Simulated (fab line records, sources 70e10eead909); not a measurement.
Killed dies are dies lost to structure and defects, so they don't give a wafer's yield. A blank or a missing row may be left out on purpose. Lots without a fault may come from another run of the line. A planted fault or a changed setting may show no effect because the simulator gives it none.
A struck lot beside a sound one | flow nand_harc | 15 steps out of a route of 1159
Sound: wafers L196.1, L196.3, L196.5. Struck: wafers L189.1, L189.3, L189.4. The cause comes at the end.
At each step with rows: each side's tool, then ch and its chambers, then its first start. Under that, the readings that differ: sound wafers | struck wafers | difference of the means | sigmas: that difference in standard deviations of wafers without a fault.
alike: readings whose means differ by less than 2 such deviations, and words and numbers that are the same on both sides. not compared: withheld readings, readings that some wafer has no value for, bounds like >300 that may hide the same value, and numbers for which the record gives no deviation and whose values overlap.
The two part at a step that has a row with sigmas, a row that says differs or no value, or rows on one side only. Numbers that don't overlap but have no deviation are shown without sigmas and don't part them. A reading that every wafer of one side lacks parts them only if that side has two wafers or more.

first, 2 steps without rows for these wafers: NHARC_THIN_TSV_DESCUM_14 (chemistry O2, time 3 s); NHARC_THIN_TSV_ETCH_44 (etches the open film in CF4/O2, target depth 1594.2 nm, time 797.1 s).
NHARC_THIN_TSV_ETCH_15: target depth 3000 nm, bosch target overetch cycles 2, bosch etch step 2.8 s.
  sound on rie_si-04 ch 0,3, day 24 07:25; struck on rie_si-05 ch 1,2,3, day 23 03:08
  alike: drypump_motor_current_A
  not compared: rf_hours_counter_h
NHARC_THIN_TSV_CD_MEAS_16:
  sound on cd_sem-03, day 24 07:33; struck on cd_sem-03, day 23 03:16
  alike: cd_nm
then, 3 steps without rows for these wafers: NHARC_THIN_TSV_STRIP_45 (strips in O2); NHARC_THIN_TSV_STRIP_46 (strips in post etch residue remover, time 1200 s); NHARC_THIN_TSV_DEP_47 (deposits SiO2, target thk 200 nm).
NHARC_THIN_TSV_ETCHBACK_48: etches the open film in C4F8/Ar, target depth 1028.5 nm, time 405.17 s.
  sound on rie_diel-03 ch 2,3, day 24 08:58; struck on rie_diel-06 ch 0,1,3, day 23 04:33
  alike: oes_product_au, rf_fwd_power_W, rf_vpp_V
  not compared: rf_hours_counter_h
NHARC_THIN_TSV_STRIP_62: strips in N2/H2, time 20 s.
  sound on plasma_asher-02 ch 0,1, day 24 09:19; struck on plasma_asher-01 ch 0,1, day 23 04:56
  alike: drypump_motor_current_A, heater_power_w
  not compared: rf_hours_counter_h
NHARC_THIN_TSV_DEGAS_49: time 120 s.
  sound on pvd_sputter-02, day 24 09:32; struck on pvd_sputter-01, day 23 05:05
  alike: heater_power_w
NHARC_THIN_TSV_PRE_CLEAN_50: time 30 s.
  sound on pvd_sputter-02; struck on pvd_sputter-01
  alike: heater_power_w
then, 1 step without rows for these wafers: NHARC_THIN_TSV_PVD_19 (deposits TaN, target thk 20 nm).
NHARC_THIN_TSV_PVD_51: deposits Cu, target thk 100 nm.
  sound on pvd_sputter-02, day 24 09:50; struck on pvd_sputter-01, day 23 05:22
  no value came back on the struck wafers for chamber_pressure_pa (Pa), throttle_valve_pct (%); on the sound wafers chamber_pressure_pa (Pa) reads 5.004 4.993 5.004
then, 1 step without rows for these wafers: NHARC_THIN_TSV_ECD_20 (material Cu, target thk 2000 nm).
NHARC_END_SORT_01:
  sound on prober-02 ch 0, day 25 09:35; struck on prober-01 ch 0, day 23 16:07
  reading                  | sound          | struck         | difference | sigmas
  defect_limited_yield (%) | 92.0 91.6 92.3 | 0 0 0          | -92        | -51
  killed_at_array          | 49 55 51       | 16 27 15       | -32        | -3
  killed_at_other          | 0 0 0          | 660 646 659    | +655       | +99 or more
  killed_dies              | 54 57 52       | 677 677 677    | +623       | +52
  sort_bin_2_pct (%)       | 2.8 2.4 2.2    | 98.1 97.2 98.5 | +95.5      | +99 or more
  sort_bin_4_pct (%)       | 5.2 5.2 5.0    | 1.8 2.4 1.5    | -3.2       | -3
  sort_n_pass              | 623 620 625    | 0 0 0          | -623       | -52
  sort_rim_yield_pct (%)   | 86 86 88       | 0 0 0          | -87        | -22
  sort_yield_pct (%)       | 92.0 91.6 92.3 | 0 0 0          | -92        | -51
  alike: killed_at_periphery, killed_open, killed_short, sort_bin_3_pct

WHERE THEY PART
First at NHARC_THIN_TSV_PVD_51; last, within this record, at NHARC_END_SORT_01.

WHY: what the simulator had put in
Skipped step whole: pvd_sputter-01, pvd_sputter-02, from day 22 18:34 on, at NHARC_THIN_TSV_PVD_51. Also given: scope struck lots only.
